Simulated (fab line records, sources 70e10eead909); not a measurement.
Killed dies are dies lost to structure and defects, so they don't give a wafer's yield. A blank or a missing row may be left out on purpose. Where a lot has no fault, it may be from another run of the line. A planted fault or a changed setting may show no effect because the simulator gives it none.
Problem report in the 8D (eight disciplines) form, filled by code    flow nand_harc    the parts of the form that need people (team, actions taken, sign-off) are left out

1. THE ISSUE
Wafers without a fault read 48.0 s, standard deviation 0.48; run_length_s at NHARC_A_WL_FILL_ETCHBACK_17 reads a mean of 39.5 s on 3 wafers belonging to 2 lots. That puts it -18 standard deviations away from the usual mean.
The step: etches the open film in Cl2/BCl3, target depth 4 nm, time 26.7 s.
Earliest sighting: wafer L922.5 on rie_metal-01 at day 23 16:33. The record has a number at this step for 42 wafers belonging to 14 lots. By rule, "out" or "out of limits" means more than 4 standard deviations away from the usual mean. The rest of the wafers with a number are treated as sound.

2. WHAT IT IS, WHAT IT ISN'T
question                     is                      is not
which readings at this step  run_length_s            drypump_motor_current_A, he_backside_leak_sccm
which lots                   L922, L923              L917, L918, L919, L925, L929, L931, L932, L933, L934, L935, L937, L939
which wafers of those lots   L922.5, L923.4, L923.5  L922.1, L922.2, L923.1
read on which tools          rie_metal-01            rie_metal-02, rie_metal-03
when                         from day 23 16:33       up to then (11 sound wafers); but 28 sound wafers of L923, L925, L929, L931, L932, L933, L934, L935, L937, L939 came after

3. WHAT RULES OUT EACH SUSPECT
Counting: a tool at a process step up to the reading stays a suspect if it ran every lot that is out. Sound lots after the first of them don't rule it out here, since some wafers of a struck lot are sound.
- rie_metal-01 at NHARC_A_WL_FILL_ETCHBACK_17 (etches the open film in Cl2/BCl3, target depth 4 nm, time 26.7 s): kept. It processed each lot that is out (first: L922, day 23 16:33); up to then, its last sound lot is L918 (day 21 15:11). Out on those wafers are its own readings of run_length_s.
Left after counting: rie_metal-01 at NHARC_A_WL_FILL_ETCHBACK_17.

4. THE CAUSE (what the simulator had put in)
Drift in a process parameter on rie_metal-01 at NHARC_A_WL_FILL_ETCHBACK_17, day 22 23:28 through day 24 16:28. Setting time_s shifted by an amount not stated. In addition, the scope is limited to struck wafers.
Only this tool survived the counting.

5. THE CHAIN OF EFFECTS, in route order
One row per reading whose mean, taken over the struck wafers that have a number, lies over 3 standard deviations from the usual. Readings are gone through only where the record gives a usual standard deviation; hours: the median, over the lots, of the time from a lot's start at the first step in this table giving one to that lot's start at this step; sigmas: the change measured in usual standard deviations.
hours  step                         reading       usual   on struck wafers  change  sigmas
0      NHARC_A_WL_FILL_ETCHBACK_17  run_length_s  48.0 s  39.5              -8.5    -18
Its process steps:
- NHARC_A_WL_FILL_ETCHBACK_17: etches the open film in Cl2/BCl3, target depth 4 nm, time 26.7 s.

6. HOW IT WOULD HAVE BEEN CAUGHT EARLIER
In this record no reading fell out of limits until day 23 16:33, 17 hours after the fault had begun at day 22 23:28.
